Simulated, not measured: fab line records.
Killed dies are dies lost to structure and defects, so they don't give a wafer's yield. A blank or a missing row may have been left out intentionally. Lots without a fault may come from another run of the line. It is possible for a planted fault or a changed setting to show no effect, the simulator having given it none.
Chamber matching | flow n5 finfet | pecvd-04 running N5_BEOL_M9_DEP_56: 3 sister chambers
The step deposits SiCN from 3MS/NH3, target thk 15 nm, time 26.5 s. 6 wafers are shown with their chamber, then 12 later ones without.

## WAFERS, EACH WITH ITS CHAMBER
wafer  | chamber | throttle valve pct (%) | showerhead plenum p Torr (Torr)
L090.3 | 0       | 8.6                    | 3.643
L091.5 | 1       | 9.7                    | 3.655
L091.6 | 2       | 8.6                    | 3.680
L092.3 | 2       | 8.8                    | 3.671
L092.5 | 0       | 8.6                    | 3.654
L092.6 | 1       | 9.6                    | 3.655

## WAFERS WITHOUT THEIR CHAMBER
wafer  | throttle valve pct (%) | showerhead plenum p Torr (Torr)
L093.2 | 9.6                    | 3.659
L093.3 | 8.8                    | 3.666
L093.4 | 8.6                    | 3.645
L095.2 | 9.5                    | 3.653
L095.5 | 9.5                    | 3.664
L095.6 | 8.7                    | 3.637
L094.3 | 8.7                    | 3.645
L094.5 | 8.6                    | 3.648
L094.6 | 9.6                    | 3.659
L097.3 | 9.7                    | 3.657
L097.4 | 8.8                    | 3.672
L097.5 | 9.4                    | 3.659

## EACH ONE'S CHAMBER
wafer  | from the rows above     | in truth
L093.2 | 1                       | 1
L093.3 | can't be placed: 2 or 0 | 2
L093.4 | 0                       | 0
L095.2 | 1                       | 1
L095.5 | 1                       | 1
L095.6 | 0                       | 0
L094.3 | 0                       | 0
L094.5 | 0                       | 0
L094.6 | 1                       | 1
L097.3 | 1                       | 1
L097.4 | 2                       | 2
L097.5 | 1                       | 1
Placed correctly: 11 of 12. Not placeable from these rows: 1 (in 1, the candidates include the true chamber). Wrongly placed: 0.
How it was worked out, from the rows above alone: a wafer's distance from a chamber is the root of the sum, over the readings, of the square of ((its reading less the chamber's mean) divided by the reading's scatter). The wafer belongs to the nearest chamber; if the next one is less than 2 further off, it can't be placed. A chamber's mean is the mean of its shown wafers. The scatter: take each reading less its chamber's mean, square it, sum over the shown wafers, divide by the number of wafers less the number of chambers, and take the root.
